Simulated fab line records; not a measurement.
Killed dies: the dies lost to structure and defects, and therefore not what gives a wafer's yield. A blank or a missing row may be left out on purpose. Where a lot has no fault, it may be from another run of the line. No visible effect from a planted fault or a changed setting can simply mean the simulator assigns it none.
Matching of chambers | flow n5_finfet | rie_diel-05 running N5_BEOL_M13_TRENCH_ETCH_34: 4 sister chambers
The step etches SiOC in C4F8/O2/Ar, target depth 413.47 nm, time 162.6 s. 16 wafers are shown with their chamber, then 8 later ones without.

## WAFERS, EACH WITH ITS CHAMBER
wafer  | chamber | throttle_valve_pct (%) | drypump_motor_current_A (A) | showerhead_plenum_p_Torr (Torr)
L076.1 | 1       | 24.45                  | 5.22                        | 3.24
L076.5 | 2       | 24.21                  | 5.65                        | 3.35
L076.6 | 1       | 24.42                  | 5.19                        | 3.24
L081.1 | 1       | 24.44                  | 5.20                        | 3.24
L081.2 | 3       | 23.84                  | 5.77                        | 3.30
L081.4 | 0       | 24.22                  | 5.81                        | 3.36
L079.1 | 0       | 24.22                  | 5.78                        | 3.36
L079.2 | 1       | 24.44                  | 5.21                        | 3.24
L079.3 | 2       | 24.21                  | 5.71                        | 3.34
L082.1 | 0       | 24.24                  | 5.74                        | 3.35
L082.2 | 2       | 24.21                  | 5.69                        | 3.34
L082.5 | 3       | 23.87                  | 5.77                        | 3.30
L088.1 | 1       | 24.45                  | 5.16                        | 3.23
L088.2 | 2       | 24.22                  | 5.67                        | 3.34
L088.4 | 0       | 24.24                  | 5.79                        | 3.35
L089.1 | 2       | 24.21                  | 5.67                        | 3.34

SIGNATURES (means of the wafers above)
reading                  | chamber 0 | chamber 1 | chamber 2 | chamber 3 | scatter within a chamber
throttle_valve_pct       | 24.2300   | 24.4400   | 24.2120   | 23.8550   | 0.0113
drypump_motor_current_A  | 5.7800    | 5.1960    | 5.6780    | 5.7700    | 0.0238
showerhead_plenum_p_Torr | 3.3550    | 3.2380    | 3.3420    | 3.3000    | 0.00465
Rule: a wafer lies at a distance from a chamber equal to the root of the sum of squares, over the readings, of (its reading less the chamber's mean, divided by the reading's scatter). If the next closest chamber is less than 2 further off than the closest, the wafer can't be placed; otherwise it belongs to the closest. The scatter: the root of (the sum of the squares of (reading less its chamber's mean) over the shown wafers, divided by (wafers less chambers)).

## WAFERS WHOSE CHAMBER IS MISSING
wafer  | throttle_valve_pct (%) | drypump_motor_current_A (A) | showerhead_plenum_p_Torr (Torr)
L089.3 | 24.48                  | 5.20                        | 3.23
L089.5 | 24.24                  | 5.62                        | 3.34
L094.1 | 24.44                  | 5.20                        | 3.23
L094.2 | 24.25                  | 5.79                        | 3.35
L094.5 | 24.27                  | 5.79                        | 3.35
L095.1 | 23.88                  | 5.77                        | 3.29
L095.5 | 24.47                  | 5.21                        | 3.22
L095.6 | 24.21                  | 5.64                        | 3.33

## CHAMBER TAKEN BY EACH
wafer  | from the rows above | in truth
L089.3 | 1                   | 1
L089.5 | 2                   | 2
L094.1 | 1                   | 1
L094.2 | 0                   | 0
L094.5 | 0                   | 0
L095.1 | 3                   | 3
L095.5 | 1                   | 1
L095.6 | 2                   | 2
Correct placement for 8 of the 8. Number that these rows cannot place: 0. Number placed wrongly: 0.
